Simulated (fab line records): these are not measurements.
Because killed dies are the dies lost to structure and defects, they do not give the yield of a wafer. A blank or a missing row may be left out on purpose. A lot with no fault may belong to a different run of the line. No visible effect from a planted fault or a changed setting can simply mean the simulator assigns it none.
Which of the tools did it? | flow n5Finfet | 24 lots with 72 wafers sampled at 6 steps, on a route of 1938 steps

WHAT THE GAUGES READ, wafer by wafer
The record holds no reading of a measuring or inspecting step that can be judged against a usual standard deviation.

TOOL THAT RAN EACH LOT (tool first, then ch and the chambers of the sampled wafers, then the start)
lot  | N5_BEOL_M1_DESCUM_33              | N5_BEOL_M1_ETCHBACK_99            | N5_BEOL_M1_ANNEAL_87        | N5_BEOL_M1_SPUTTER_92       | N5_BEOL_M1_CMP_52             | N5_BEOL_M1_PRE_CLEAN_60
L074 | rieDiel-02 ch 0,1,3, day 6 06:07  | rieDiel-06 ch 0,1,2, day 6 12:01  | pvdSputter-03, day 7 05:33  | pvdSputter-03, day 7 06:08  | cmp-03 ch 1,2,3, day 7 07:11  | cvdCo-02 ch 0,1,2, day 7 07:23
L075 | rieDiel-04 ch 0,1, day 6 09:14    | rieDiel-02 ch 0,2, day 7 02:41    | pvdSputter-01, day 7 04:51  | pvdSputter-01, day 7 05:26  | cmp-01 ch 1,2, day 7 06:22    | cvdCo-01 ch 0,1, day 7 06:41
L076 | rieDiel-06 ch 0,2,3, day 6 19:11  | rieDiel-02 ch 0,3, day 7 05:19    | pvdSputter-01, day 7 07:37  | pvdSputter-01, day 7 08:11  | cmp-02 ch 1,2,3, day 7 09:12  | cvdCo-02 ch 0,2, day 7 09:28
L077 | rieDiel-02 ch 0,1,3, day 6 19:48  | rieDiel-06 ch 1,2, day 7 08:28    | pvdSputter-03, day 7 10:35  | pvdSputter-03, day 7 11:10  | cmp-01 ch 1,2,3, day 7 12:08  | cvdCo-02 ch 0,1,2, day 7 12:25
L078 | rieDiel-04 ch 0,1,3, day 7 07:48  | rieDiel-06 ch 0,1,3, day 7 08:50  | pvdSputter-02, day 7 11:16  | pvdSputter-02, day 7 11:49  | cmp-03 ch 0,1,2, day 7 12:49  | cvdCo-02 ch 0,1,2, day 7 13:05
L079 | rieDiel-04 ch 0,3, day 7 13:46    | rieDiel-04 ch 0,2,3, day 7 14:17  | pvdSputter-01, day 7 16:29  | pvdSputter-01, day 7 17:04  | cmp-02 ch 2,3, day 7 18:02    | cvdCo-02 ch 0,1, day 7 18:22
L080 | rieDiel-06 ch 1,2,3, day 7 23:20  | rieDiel-06 ch 1,2,3, day 8 02:43  | pvdSputter-02, day 8 05:07  | pvdSputter-02, day 8 05:42  | cmp-03 ch 1,2, day 8 06:46    | cvdCo-01 ch 0,1,2, day 8 07:05
L081 | rieDiel-04 ch 0,2,3, day 8 04:30  | rieDiel-06 ch 1,3, day 8 06:05    | pvdSputter-03, day 8 08:25  | pvdSputter-03, day 8 11:06  | cmp-01 ch 0,2,3, day 8 12:18  | cvdCo-02 ch 0,1,2, day 8 12:38
L082 | rieDiel-04 ch 2,3, day 8 12:32    | rieDiel-04 ch 2,3, day 8 14:30    | pvdSputter-03, day 8 16:45  | pvdSputter-03, day 8 17:20  | cmp-02 ch 1,2, day 8 18:19    | cvdCo-02 ch 1,2, day 8 18:36
L083 | rieDiel-02 ch 0,1,2, day 8 19:25  | rieDiel-06 ch 0,1,2, day 8 20:08  | pvdSputter-03, day 8 23:13  | pvdSputter-03, day 8 23:48  | cmp-03 ch 0,1,2, day 9 00:46  | cvdCo-02 ch 0,2, day 9 01:04
L084 | rieDiel-02 ch 0,1,2, day 8 21:03  | rieDiel-06 ch 2,3, day 9 04:25    | pvdSputter-01, day 9 06:39  | pvdSputter-01, day 9 07:14  | cmp-02 ch 0,3, day 9 08:13    | cvdCo-02 ch 0,1,2, day 9 08:30
L085 | rieDiel-06 ch 0,1,3, day 9 11:35  | rieDiel-04 ch 0,2, day 9 13:43    | pvdSputter-03, day 9 16:16  | pvdSputter-03, day 9 16:51  | cmp-03 ch 0,2,3, day 9 17:52  | cvdCo-01 ch 0,1, day 9 18:09
L086 | rieDiel-04 ch 0,1,3, day 9 15:10  | rieDiel-04 ch 0,1,2, day 9 16:45  | pvdSputter-03, day 9 19:28  | pvdSputter-03, day 9 20:02  | cmp-03 ch 0,2,3, day 9 21:03  | cvdCo-02 ch 0,1,2, day 9 21:18
L087 | rieDiel-04 ch 1,3, day 9 16:00    | rieDiel-02 ch 0,3, day 9 16:43    | pvdSputter-01, day 9 18:50  | pvdSputter-01, day 9 19:25  | cmp-01 ch 0,3, day 9 20:21    | cvdCo-02 ch 0,2, day 9 20:41
L088 | rieDiel-06 ch 0,1,2, day 9 19:28  | rieDiel-04 ch 0,3, day 9 20:13    | pvdSputter-03, day 9 22:30  | pvdSputter-03, day 9 23:05  | cmp-01 ch 1,2,3, day 10 00:05 | cvdCo-02 ch 0,1,2, day 10 00:22
L089 | rieDiel-06 ch 0,1,2, day 9 21:57  | rieDiel-06 ch 0,1,3, day 9 23:15  | pvdSputter-01, day 10 02:50 | pvdSputter-01, day 10 03:25 | cmp-02 ch 0,2,3, day 10 04:22 | cvdCo-02 ch 0,1,2, day 10 04:41
L090 | rieDiel-06 ch 2,3, day 10 01:42   | rieDiel-04 ch 2,3, day 10 06:38   | pvdSputter-01, day 10 08:58 | pvdSputter-01, day 10 09:32 | cmp-02 ch 1,3, day 10 10:32   | cvdCo-02 ch 0,1, day 10 10:52
L092 | rieDiel-04 ch 0,1,2, day 10 11:47 | rieDiel-04 ch 0,1,3, day 10 14:20 | pvdSputter-03, day 10 16:41 | pvdSputter-03, day 10 17:16 | cmp-02 ch 0,1,2, day 10 18:11 | cvdCo-01 ch 0,1,2, day 10 18:31
L091 | rieDiel-06 ch 0,2,3, day 10 16:53 | rieDiel-04 ch 0,1,2, day 10 17:35 | pvdSputter-02, day 10 20:07 | pvdSputter-02, day 10 20:41 | cmp-03 ch 1,2,3, day 10 21:46 | cvdCo-02 ch 0,1,2, day 10 22:05
L093 | rieDiel-04 ch 0,1,2, day 10 19:30 | rieDiel-04 ch 2,3, day 10 22:01   | pvdSputter-01, day 11 02:10 | pvdSputter-01, day 11 02:45 | cmp-02 ch 0,1, day 11 03:41   | cvdCo-01 ch 1,2, day 11 04:01
L094 | rieDiel-04 ch 1,2,3, day 11 03:42 | rieDiel-04 ch 0,2,3, day 11 06:32 | pvdSputter-01, day 11 08:58 | pvdSputter-01, day 11 09:32 | cmp-03 ch 0,3, day 11 10:28   | cvdCo-01 ch 0,1, day 11 10:48
L095 | rieDiel-06 ch 2,3, day 11 08:35   | rieDiel-04 ch 1,3, day 11 11:26   | pvdSputter-01, day 11 13:54 | pvdSputter-01, day 11 14:29 | cmp-01 ch 0,2, day 11 15:25   | cvdCo-02 ch 1,2, day 11 15:45
L096 | rieDiel-02 ch 0,1, day 11 19:33   | rieDiel-02 ch 1,2, day 11 21:50   | pvdSputter-03, day 12 03:17 | pvdSputter-03, day 12 03:52 | cmp-03 ch 1,2,3, day 12 04:54 | cvdCo-01 ch 0,1, day 12 05:07
L097 | rieDiel-02 ch 1,2, day 11 23:31   | rieDiel-06 ch 2,3, day 12 07:35   | pvdSputter-03, day 12 09:41 | pvdSputter-03, day 12 10:16 | cmp-02 ch 0,1, day 12 11:14   | cvdCo-02 ch 0,1,2, day 12 11:32
- N5_BEOL_M1_DESCUM_33: chemistry O2, time 7 s.
- N5_BEOL_M1_ETCHBACK_99: etches SiO2 in CHF3, target depth 5 nm, time 10.4 s.
- N5_BEOL_M1_ANNEAL_87: time 240 s.
- N5_BEOL_M1_SPUTTER_92: material Cu, target thk 4.5 nm, time 8.29 s.
- N5_BEOL_M1_CMP_52: polishes, stops on SiOC, t overpolish 6.8 s, target thk 40 nm.
- N5_BEOL_M1_PRE_CLEAN_60: time 15 s.

WHAT THE TOOLS THEMSELVES READ (means of the sampled wafers that have a number; where no wafer has one, the mark that the record gives instead)
N5_BEOL_M1_DESCUM_33.
lot  | tool       | drypumpMotorCurrentA (A) | oesProductAu (a.u.) | rfVppV (V) | showerheadPlenumPTorr (Torr) | throttleValvePct (%)
L074 | rieDiel-02 | 5.85                     | 0.73                | 243.5      | 2.11                         | 20.65
L075 | rieDiel-04 | 5.99                     | 0.85                | 245.4      | 2.20                         | 20.68
L076 | rieDiel-06 | 5.93                     | 0.75                | 243.7      | 2.12                         | 20.62
L077 | rieDiel-02 | 5.86                     | 0.72                | 243.9      | 2.11                         | 20.67
L078 | rieDiel-04 | 5.85                     | 0.83                | 244.3      | 2.17                         | 20.66
L079 | rieDiel-04 | 5.72                     | 0.76                | 244.5      | 2.15                         | 20.74
L080 | rieDiel-06 | 5.96                     | 0.75                | 243.7      | 2.12                         | 20.53
L081 | rieDiel-04 | 5.71                     | 0.80                | 243.5      | 2.10                         | 20.41
L082 | rieDiel-04 | 5.57                     | 0.79                | 243.7      | 2.07                         | 20.38
L083 | rieDiel-02 | 5.77                     | 0.75                | 242.4      | 2.06                         | 20.59
L084 | rieDiel-02 | 5.75                     | 0.75                | 242.6      | 2.06                         | 20.59
L085 | rieDiel-06 | 5.98                     | 0.72                | 243.1      | 2.11                         | 20.65
L086 | rieDiel-04 | 5.84                     | 0.80                | 245.0      | 2.16                         | 20.68
L087 | rieDiel-04 | 5.73                     | 0.79                | 243.5      | 2.12                         | 20.65
L088 | rieDiel-06 | 5.87                     | 0.70                | 243.4      | 2.16                         | 20.64
L089 | rieDiel-06 | 5.85                     | 0.70                | 244.8      | 2.16                         | 20.64
L090 | rieDiel-06 | 6.02                     | 0.76                | 242.7      | 2.07                         | 20.57
L092 | rieDiel-04 | 5.97                     | 0.85                | 243.9      | 2.15                         | 20.39
L091 | rieDiel-06 | 5.92                     | 0.72                | 243.3      | 2.11                         | 20.66
L093 | rieDiel-04 | 5.97                     | 0.85                | 243.3      | 2.15                         | 20.39
L094 | rieDiel-04 | 5.83                     | 0.83                | 243.7      | 2.11                         | 20.38
L095 | rieDiel-06 | 6.02                     | 0.76                | 242.0      | 2.07                         | 20.58
L096 | rieDiel-02 | 6.01                     | 0.72                | 242.4      | 2.07                         | 20.74
L097 | rieDiel-02 | 5.70                     | 0.71                | 242.5      | 2.04                         | 20.64

N5_BEOL_M1_ETCHBACK_99.
lot  | tool       | drypumpMotorCurrentA (A) | oesProductAu (a.u.) | rfVppV (V) | showerheadPlenumPTorr (Torr) | throttleValvePct (%)
L074 | rieDiel-06 | 5.86                     | 0.72                | 244.6      | 2.22                         | 17.25
L075 | rieDiel-02 | 5.81                     | 0.77                | 241.5      | 2.13                         | 17.15
L076 | rieDiel-02 | 5.76                     | 0.71                | 239.7      | 2.19                         | 17.27
L077 | rieDiel-06 | 5.82                     | 0.72                | 245.0      | 2.23                         | 17.19
L078 | rieDiel-06 | 5.98                     | 0.75                | 243.7      | 2.17                         | 17.25
L079 | rieDiel-04 | 5.69                     | 0.81                | 240.3      | 2.16                         | 17.02
L080 | rieDiel-06 | 5.97                     | 0.75                | 244.0      | 2.18                         | 17.17
L081 | rieDiel-06 | 6.08                     | 0.77                | 243.7      | 2.13                         | 17.16
L082 | rieDiel-04 | 5.68                     | 0.85                | 241.5      | 2.11                         | 16.72
L083 | rieDiel-06 | 5.85                     | 0.70                | 244.1      | 2.22                         | 17.29
L084 | rieDiel-06 | 6.02                     | 0.79                | 243.3      | 2.14                         | 17.18
L085 | rieDiel-04 | 5.83                     | 0.80                | 242.1      | 2.19                         | 17.06
L086 | rieDiel-04 | 5.95                     | 0.86                | 241.7      | 2.21                         | 16.97
L087 | rieDiel-02 | 5.76                     | 0.70                | 240.6      | 2.18                         | 17.32
L088 | rieDiel-04 | 5.72                     | 0.75                | 240.4      | 2.20                         | 17.36
L089 | rieDiel-06 | 5.98                     | 0.72                | 244.0      | 2.16                         | 17.27
L090 | rieDiel-04 | 5.68                     | 0.83                | 241.4      | 2.11                         | 16.74
L092 | rieDiel-04 | 5.86                     | 0.78                | 240.0      | 2.21                         | 17.29
L091 | rieDiel-04 | 5.97                     | 0.85                | 241.7      | 2.20                         | 17.00
L093 | rieDiel-04 | 5.70                     | 0.83                | 241.1      | 2.11                         | 16.74
L094 | rieDiel-04 | 5.69                     | 0.79                | 240.6      | 2.15                         | 17.07
L095 | rieDiel-04 | 5.99                     | 0.84                | 240.5      | 2.23                         | 17.20
L096 | rieDiel-02 | 5.49                     | 0.73                | 239.9      | 2.08                         | 17.12
L097 | rieDiel-06 | 6.04                     | 0.76                | 243.3      | 2.13                         | 17.23

N5_BEOL_M1_ANNEAL_87.
lot  | tool          | heaterPowerW (W) | susceptor_temp_C_max
L074 | pvdSputter-03 | 955              | 400.7
L075 | pvdSputter-01 | 774              | 400.8
L076 | pvdSputter-01 | 835              | 401.1
L077 | pvdSputter-03 | 916              | 400.8
L078 | pvdSputter-02 | 857              | 401.1
L079 | pvdSputter-01 | 792              | 401.1
L080 | pvdSputter-02 | 856              | 401.0
L081 | pvdSputter-03 | 954              | 400.9
L082 | pvdSputter-03 | 895              | 401.0
L083 | pvdSputter-03 | 956              | 400.8
L084 | pvdSputter-01 | 787              | 400.9
L085 | pvdSputter-03 | 803              | 400.9
L086 | pvdSputter-03 | 863              | 401.0
L087 | pvdSputter-01 | 741              | 401.1
L088 | pvdSputter-03 | 950              | 400.8
L089 | pvdSputter-01 | 785              | 401.0
L090 | pvdSputter-01 | 734              | 401.6
L092 | pvdSputter-03 | 918              | 400.8
L091 | pvdSputter-02 | 854              | 400.8
L093 | pvdSputter-01 | 784              | 401.0
L094 | pvdSputter-01 | 832              | 401.3
L095 | pvdSputter-01 | 776              | 401.1
L096 | pvdSputter-03 | 872              | 400.9
L097 | pvdSputter-03 | 847              | 400.9

N5_BEOL_M1_SPUTTER_92.
lot  | tool          | substrateTempC (C) | throttleValvePct (%)
L074 | pvdSputter-03 | -20.02             | 31.4
L075 | pvdSputter-01 | -19.93             | 29.7
L076 | pvdSputter-01 | -19.87             | 30.7
L077 | pvdSputter-03 | -20.00             | 31.1
L078 | pvdSputter-02 | -19.94             | 30.5
L079 | pvdSputter-01 | -19.96             | 30.7
L080 | pvdSputter-02 | -19.94             | 30.3
L081 | pvdSputter-03 | -20.07             | 31.4
L082 | pvdSputter-03 | -19.96             | 30.8
L083 | pvdSputter-03 | -20.09             | 31.4
L084 | pvdSputter-01 | -20.05             | 29.7
L085 | pvdSputter-03 | -20.02             | 30.7
L086 | pvdSputter-03 | -20.13             | 31.1
L087 | pvdSputter-01 | -19.92             | 30.3
L088 | pvdSputter-03 | -19.96             | 31.4
L089 | pvdSputter-01 | -20.02             | 30.3
L090 | pvdSputter-01 | -19.92             | 29.9
L092 | pvdSputter-03 | -19.99             | 31.0
L091 | pvdSputter-02 | -20.02             | 29.8
L093 | pvdSputter-01 | -20.07             | 30.6
L094 | pvdSputter-01 | -19.97             | 30.4
L095 | pvdSputter-01 | -20.04             | 29.7
L096 | pvdSputter-03 | -20.02             | 31.3
L097 | pvdSputter-03 | -19.89             | 31.1

N5_BEOL_M1_CMP_52.
lot  | tool   | barrierFieldEndpointS (s) | motorCurrentA (A) | overpolishRunS (s) | timeToEndpointS (s)
L074 | cmp-03 | 24.6                      | 6.0               | 6.800              | 63.8
L075 | cmp-01 | 24.7                      | 6.3               | 6.802              | 65.8
L076 | cmp-02 | 24.6                      | 6.1               | 6.803              | 65.6
L077 | cmp-01 | 24.6                      | 6.1               | 6.801              | 61.9
L078 | cmp-03 | 25.0                      | 6.3               | 6.806              | 64.0
L079 | cmp-02 | 24.8                      | 5.7               | 6.801              | 62.2
L080 | cmp-03 | 24.3                      | 6.3               | 6.797              | 62.2
L081 | cmp-01 | 23.5                      | 5.8               | 6.793              | 59.3
L082 | cmp-02 | 24.4                      | 6.4               | 6.795              | 61.1
L083 | cmp-03 | 24.5                      | 6.2               | 6.794              | 65.7
L084 | cmp-02 | 24.4                      | 6.0               | 6.802              | 63.2
L085 | cmp-03 | 24.7                      | 6.0               | 6.795              | 61.5
L086 | cmp-03 | 25.0                      | 6.1               | 6.802              | 64.2
L087 | cmp-01 | 24.2                      | 5.2               | 6.799              | 58.3
L088 | cmp-01 | 23.8                      | 6.0               | 6.808              | 60.5
L089 | cmp-02 | 25.1                      | 5.8               | 6.801              | 63.4
L090 | cmp-02 | 25.2                      | 6.3               | 6.806              | 61.8
L092 | cmp-02 | 25.0                      | 5.9               | 6.811              | 61.6
L091 | cmp-03 | 24.6                      | 6.0               | 6.803              | 60.6
L093 | cmp-02 | 24.4                      | 6.3               | 6.796              | 61.0
L094 | cmp-03 | 24.5                      | 6.0               | 6.800              | 60.0
L095 | cmp-01 | 23.7                      | 6.3               | 6.805              | 56.3
L096 | cmp-03 | 25.0                      | 6.2               | 6.789              | 62.8
L097 | cmp-02 | 24.4                      | 6.7               | 6.799              | 61.4

N5_BEOL_M1_PRE_CLEAN_60.
lot  | tool     | heaterPowerW (W)
L074 | cvdCo-02 | 77
L075 | cvdCo-01 | 83
L076 | cvdCo-02 | 74
L077 | cvdCo-02 | 76
L078 | cvdCo-02 | 78
L079 | cvdCo-02 | 83
L080 | cvdCo-01 | 76
L081 | cvdCo-02 | 77
L082 | cvdCo-02 | 77
L083 | cvdCo-02 | 74
L084 | cvdCo-02 | 78
L085 | cvdCo-01 | 70
L086 | cvdCo-02 | 78
L087 | cvdCo-02 | 75
L088 | cvdCo-02 | 78
L089 | cvdCo-02 | 79
L090 | cvdCo-02 | 80
L092 | cvdCo-01 | 78
L091 | cvdCo-02 | 77
L093 | cvdCo-01 | 70
L094 | cvdCo-01 | 82
L095 | cvdCo-02 | 77
L096 | cvdCo-01 | 72
L097 | cvdCo-02 | 78

THE ANSWER, worked out from the rows above alone
Rule: what is usual is taken from the lots themselves. Put in order of their means at a reading, lots are off if they are a third of the lots or fewer, leave a main group of 4 or more, and stand apart from it by a gap of 3 or more times the standard deviation of the main group's means; of several such gaps the widest counts. A main group is skipped when, at the precision printed for the reading in the tables above, its means are all equal. Also off: a lot with no number at a reading for which 4 or more lots have one. All remaining lots with rows at the step are treated as sound. After the gauges, taken in route order, come the tools' own readings; for these a lot's mean is taken, as printed above. The first step at which some lot is off is used, and at that step the reading that is off furthest; a lot without a number counts as furthest.
None of the lots is off at any reading shown; this tells nothing.

WHAT HAD BEEN PUT IN BY THE SIMULATOR
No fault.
